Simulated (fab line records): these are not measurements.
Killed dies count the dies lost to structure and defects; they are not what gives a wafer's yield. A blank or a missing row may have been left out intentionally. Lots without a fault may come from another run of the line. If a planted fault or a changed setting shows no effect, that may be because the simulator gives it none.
Lot-split experiment || flow n5 finfet || 7 lots, 39 wafers read, on a route of 1938 steps

## ON THE SPLIT
At N5_BEOL_M8_DESCUM_33 (chemistry O2, time 7 s), the setting time s was moved away from the recipe's 7 s on 15 of the 39 wafers read, by -48.4% to +55.1%. This setting was run at the recipe's value on the other wafers.

The split's own step is where the reading is taken.

## THE READING
CAR-EUV_of_BEOL_M8_COAT_22.thk nm (the simulator's own value, which no gauge read), in nm, at N5_BEOL_M8_DESCUM_33 (chemistry O2, time 7 s). No usual value for it is given in the file. The 24 wafers here that ran the recipe average 26.1 nm, standard deviation 0.1 nm.

{"wafer": "L077.1", "tool, chamber at the split": "rie diel-02, 1,0,3", "time s as run, s": 7, "against the recipe": "recipe", "CAR-EUV_of_BEOL_M8_COAT_22.thk nm, nm": 26.2, "against lot-mates on the recipe": "-"}
{"wafer": "L077.2", "tool, chamber at the split": "rie diel-02, 1,0,3", "time s as run, s": 7, "against the recipe": "recipe", "CAR-EUV_of_BEOL_M8_COAT_22.thk nm, nm": 26.2, "against lot-mates on the recipe": "-"}
{"wafer": "L077.6", "tool, chamber at the split": "rie diel-02, 1,0,3", "time s as run, s": 7, "against the recipe": "recipe", "CAR-EUV_of_BEOL_M8_COAT_22.thk nm, nm": 26.2, "against lot-mates on the recipe": "-"}
{"wafer": "L077.3", "tool, chamber at the split": "rie diel-02, 3,2", "time s as run, s": 3.615, "against the recipe": "-48.4%", "CAR-EUV_of_BEOL_M8_COAT_22.thk nm, nm": 27.8, "against lot-mates on the recipe": "+1.6"}
{"wafer": "L077.4", "tool, chamber at the split": "rie diel-02, 3,2", "time s as run, s": 3.615, "against the recipe": "-48.4%", "CAR-EUV_of_BEOL_M8_COAT_22.thk nm, nm": 27.8, "against lot-mates on the recipe": "+1.6"}
{"wafer": "L077.5", "tool, chamber at the split": "rie diel-02, 0", "time s as run, s": 3.615, "against the recipe": "-48.4%", "CAR-EUV_of_BEOL_M8_COAT_22.thk nm, nm": 27.6, "against lot-mates on the recipe": "+1.4"}
{"wafer": "L080.3", "tool, chamber at the split": "rie diel-01, 1,3,3", "time s as run, s": 7, "against the recipe": "recipe", "CAR-EUV_of_BEOL_M8_COAT_22.thk nm, nm": 26.2, "against lot-mates on the recipe": "-"}
{"wafer": "L080.4", "tool, chamber at the split": "rie diel-01, 1,3,3", "time s as run, s": 7, "against the recipe": "recipe", "CAR-EUV_of_BEOL_M8_COAT_22.thk nm, nm": 26.2, "against lot-mates on the recipe": "-"}
{"wafer": "L080.6", "tool, chamber at the split": "rie diel-01, 1,3,3", "time s as run, s": 7, "against the recipe": "recipe", "CAR-EUV_of_BEOL_M8_COAT_22.thk nm, nm": 26.2, "against lot-mates on the recipe": "-"}
{"wafer": "L081.1", "tool, chamber at the split": "rie diel-01, 1,2,3", "time s as run, s": 8.668, "against the recipe": "+23.8%", "CAR-EUV_of_BEOL_M8_COAT_22.thk nm, nm": 25.4, "against lot-mates on the recipe": -0.8}
{"wafer": "L081.3", "tool, chamber at the split": "rie diel-01, 1,2,3", "time s as run, s": 8.668, "against the recipe": "+23.8%", "CAR-EUV_of_BEOL_M8_COAT_22.thk nm, nm": 25.4, "against lot-mates on the recipe": -0.8}
{"wafer": "L081.6", "tool, chamber at the split": "rie diel-01, 1,2,3", "time s as run, s": 8.668, "against the recipe": "+23.8%", "CAR-EUV_of_BEOL_M8_COAT_22.thk nm, nm": 25.4, "against lot-mates on the recipe": -0.8}
{"wafer": "L081.2", "tool, chamber at the split": "rie diel-01, 3,0,0", "time s as run, s": 7, "against the recipe": "recipe", "CAR-EUV_of_BEOL_M8_COAT_22.thk nm, nm": 26.2, "against lot-mates on the recipe": "-"}
{"wafer": "L081.4", "tool, chamber at the split": "rie diel-01, 3,0,0", "time s as run, s": 7, "against the recipe": "recipe", "CAR-EUV_of_BEOL_M8_COAT_22.thk nm, nm": 26.2, "against lot-mates on the recipe": "-"}
{"wafer": "L081.5", "tool, chamber at the split": "rie diel-01, 3,0,0", "time s as run, s": 7, "against the recipe": "recipe", "CAR-EUV_of_BEOL_M8_COAT_22.thk nm, nm": 26.2, "against lot-mates on the recipe": "-"}
{"wafer": "L088.1", "tool, chamber at the split": "rie diel-02, 0,2,2,1", "time s as run, s": 7, "against the recipe": "recipe", "CAR-EUV_of_BEOL_M8_COAT_22.thk nm, nm": 26, "against lot-mates on the recipe": "-"}
{"wafer": "L088.2", "tool, chamber at the split": "rie diel-02, 0,2,2,1", "time s as run, s": 7, "against the recipe": "recipe", "CAR-EUV_of_BEOL_M8_COAT_22.thk nm, nm": 26, "against lot-mates on the recipe": "-"}
{"wafer": "L088.5", "tool, chamber at the split": "rie diel-02, 0,2,2,1", "time s as run, s": 7, "against the recipe": "recipe", "CAR-EUV_of_BEOL_M8_COAT_22.thk nm, nm": 26, "against lot-mates on the recipe": "-"}
{"wafer": "L088.6", "tool, chamber at the split": "rie diel-02, 0,2,2,1", "time s as run, s": 7, "against the recipe": "recipe", "CAR-EUV_of_BEOL_M8_COAT_22.thk nm, nm": 26, "against lot-mates on the recipe": "-"}
{"wafer": "L088.3", "tool, chamber at the split": "rie diel-02, 1,3", "time s as run, s": 7, "against the recipe": "recipe", "CAR-EUV_of_BEOL_M8_COAT_22.thk nm, nm": 26.2, "against lot-mates on the recipe": "-"}
{"wafer": "L088.4", "tool, chamber at the split": "rie diel-02, 1,3", "time s as run, s": 7, "against the recipe": "recipe", "CAR-EUV_of_BEOL_M8_COAT_22.thk nm, nm": 26.2, "against lot-mates on the recipe": "-"}
{"wafer": "L090.1", "tool, chamber at the split": "rie diel-02, 1,0,2", "time s as run, s": 7, "against the recipe": "recipe", "CAR-EUV_of_BEOL_M8_COAT_22.thk nm, nm": 26, "against lot-mates on the recipe": "-"}
{"wafer": "L090.4", "tool, chamber at the split": "rie diel-02, 1,0,2", "time s as run, s": 7, "against the recipe": "recipe", "CAR-EUV_of_BEOL_M8_COAT_22.thk nm, nm": 26, "against lot-mates on the recipe": "-"}
{"wafer": "L090.6", "tool, chamber at the split": "rie diel-02, 1,0,2", "time s as run, s": 7, "against the recipe": "recipe", "CAR-EUV_of_BEOL_M8_COAT_22.thk nm, nm": 26, "against lot-mates on the recipe": "-"}
{"wafer": "L090.2", "tool, chamber at the split": "rie diel-02, 2", "time s as run, s": 9.452, "against the recipe": "+35.0%", "CAR-EUV_of_BEOL_M8_COAT_22.thk nm, nm": 25, "against lot-mates on the recipe": -1.0}
{"wafer": "L090.3", "tool, chamber at the split": "rie diel-02, 3", "time s as run, s": 9.452, "against the recipe": "+35.0%", "CAR-EUV_of_BEOL_M8_COAT_22.thk nm, nm": 24.8, "against lot-mates on the recipe": -1.2}
{"wafer": "L090.5", "tool, chamber at the split": "rie diel-02, 3", "time s as run, s": 9.452, "against the recipe": "+35.0%", "CAR-EUV_of_BEOL_M8_COAT_22.thk nm, nm": 24.8, "against lot-mates on the recipe": -1.2}
{"wafer": "L096.1", "tool, chamber at the split": "rie diel-02, 0,1", "time s as run, s": 5.079, "against the recipe": "-27.4%", "CAR-EUV_of_BEOL_M8_COAT_22.thk nm, nm": 27, "against lot-mates on the recipe": "+1.0"}
{"wafer": "L096.4", "tool, chamber at the split": "rie diel-02, 0,1", "time s as run, s": 5.079, "against the recipe": "-27.4%", "CAR-EUV_of_BEOL_M8_COAT_22.thk nm, nm": 27, "against lot-mates on the recipe": "+1.0"}
{"wafer": "L096.2", "tool, chamber at the split": "rie diel-02, 2,3,2", "time s as run, s": 7, "against the recipe": "recipe", "CAR-EUV_of_BEOL_M8_COAT_22.thk nm, nm": 26, "against lot-mates on the recipe": "-"}
{"wafer": "L096.3", "tool, chamber at the split": "rie diel-02, 2,3,2", "time s as run, s": 7, "against the recipe": "recipe", "CAR-EUV_of_BEOL_M8_COAT_22.thk nm, nm": 26, "against lot-mates on the recipe": "-"}
{"wafer": "L096.6", "tool, chamber at the split": "rie diel-02, 2,3,2", "time s as run, s": 7, "against the recipe": "recipe", "CAR-EUV_of_BEOL_M8_COAT_22.thk nm, nm": 26, "against lot-mates on the recipe": "-"}
{"wafer": "L096.5", "tool, chamber at the split": "rie diel-02, 3", "time s as run, s": 5.079, "against the recipe": "-27.4%", "CAR-EUV_of_BEOL_M8_COAT_22.thk nm, nm": 27.2, "against lot-mates on the recipe": "+1.2"}
{"wafer": "L097.1", "tool, chamber at the split": "rie diel-01, 2,3,1", "time s as run, s": 10.86, "against the recipe": "+55.1%", "CAR-EUV_of_BEOL_M8_COAT_22.thk nm, nm": 24, "against lot-mates on the recipe": -2.0}
{"wafer": "L097.3", "tool, chamber at the split": "rie diel-01, 2,3,1", "time s as run, s": 10.86, "against the recipe": "+55.1%", "CAR-EUV_of_BEOL_M8_COAT_22.thk nm, nm": 24, "against lot-mates on the recipe": -2.0}
{"wafer": "L097.5", "tool, chamber at the split": "rie diel-01, 2,3,1", "time s as run, s": 10.86, "against the recipe": "+55.1%", "CAR-EUV_of_BEOL_M8_COAT_22.thk nm, nm": 24, "against lot-mates on the recipe": -2.0}
{"wafer": "L097.2", "tool, chamber at the split": "rie diel-01, 0,1,0", "time s as run, s": 7, "against the recipe": "recipe", "CAR-EUV_of_BEOL_M8_COAT_22.thk nm, nm": 26, "against lot-mates on the recipe": "-"}
{"wafer": "L097.4", "tool, chamber at the split": "rie diel-01, 0,1,0", "time s as run, s": 7, "against the recipe": "recipe", "CAR-EUV_of_BEOL_M8_COAT_22.thk nm, nm": 26, "against lot-mates on the recipe": "-"}
{"wafer": "L097.6", "tool, chamber at the split": "rie diel-01, 0,1,0", "time s as run, s": 7, "against the recipe": "recipe", "CAR-EUV_of_BEOL_M8_COAT_22.thk nm, nm": 26, "against lot-mates on the recipe": "-"}
Where a row lists several chambers, the file gives one row for several wafers and doesn't say which wafer went through which chamber.

FIT RESULTS
A straight line over all 39 wafers: CAR-EUV_of_BEOL_M8_COAT_22.thk nm changes by -0.0354 nm for each +1% of time s; r = -0.99; the points scatter about the line by 0.11 nm.
The same after taking each lot's own level away (the mean of its wafers on the recipe; 39 wafers): -0.0344 nm for each +1%; r = -1.00; scatter 0.087 nm.
The reading moves by 1.9 nm for the largest change in time s, on that fit.
Measured against the standard deviation above, the lots' own levels, which go from 26.00 to 26.20 nm, span 2.0 times it.
Hence the lot-to-lot level has little effect on the slope; both slopes agree.
Check: for one of the wafers moved furthest among these (+55.1%), held out of the fit, the line's prediction against its lot-mates is -1.88 nm. Against them it came out at -2 nm.

## FURTHER SPLITS ON THESE WAFERS
These wafers also went through other splits before the reading. Each is held against what the fit with the lots' levels taken away leaves over:
{"other split on the same wafers": "N5_ZERO_LAYER_PECVD_02 time s", "wafers away from the commonest value": 15, "r with CAR-EUV_of_BEOL_M8_COAT_22.thk nm (lot level and that fit taken away)": -0.43}
{"other split on the same wafers": "N5_FIN_SAQP_PECVD_06 time s", "wafers away from the commonest value": 18, "r with CAR-EUV_of_BEOL_M8_COAT_22.thk nm (lot level and that fit taken away)": -0.07}
{"other split on the same wafers": "N5_HKMG_FIN_DEVELOP_11 develop time s", "wafers away from the commonest value": 18, "r with CAR-EUV_of_BEOL_M8_COAT_22.thk nm (lot level and that fit taken away)": -0.09}
{"other split on the same wafers": "N5_MOL_CONTACT_COAG_ALD_27 ald cycles", "wafers away from the commonest value": 18, "r with CAR-EUV_of_BEOL_M8_COAT_22.thk nm (lot level and that fit taken away)": -0.07}
{"other split on the same wafers": "N5_BEOL_M4_PECVD_72 time s", "wafers away from the commonest value": 12, "r with CAR-EUV_of_BEOL_M8_COAT_22.thk nm (lot level and that fit taken away)": "+0.13"}
{"other split on the same wafers": "N5_BEOL_M6_ILD_DEP_00 target thk a", "wafers away from the commonest value": 15, "r with CAR-EUV_of_BEOL_M8_COAT_22.thk nm (lot level and that fit taken away)": "+0.13"}

## THE FILE'S OWN FIT
CAR-EUV_of_BEOL_M8_COAT_22.thk nm changes by -0.0344 nm for each +1% of time s, r = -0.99.
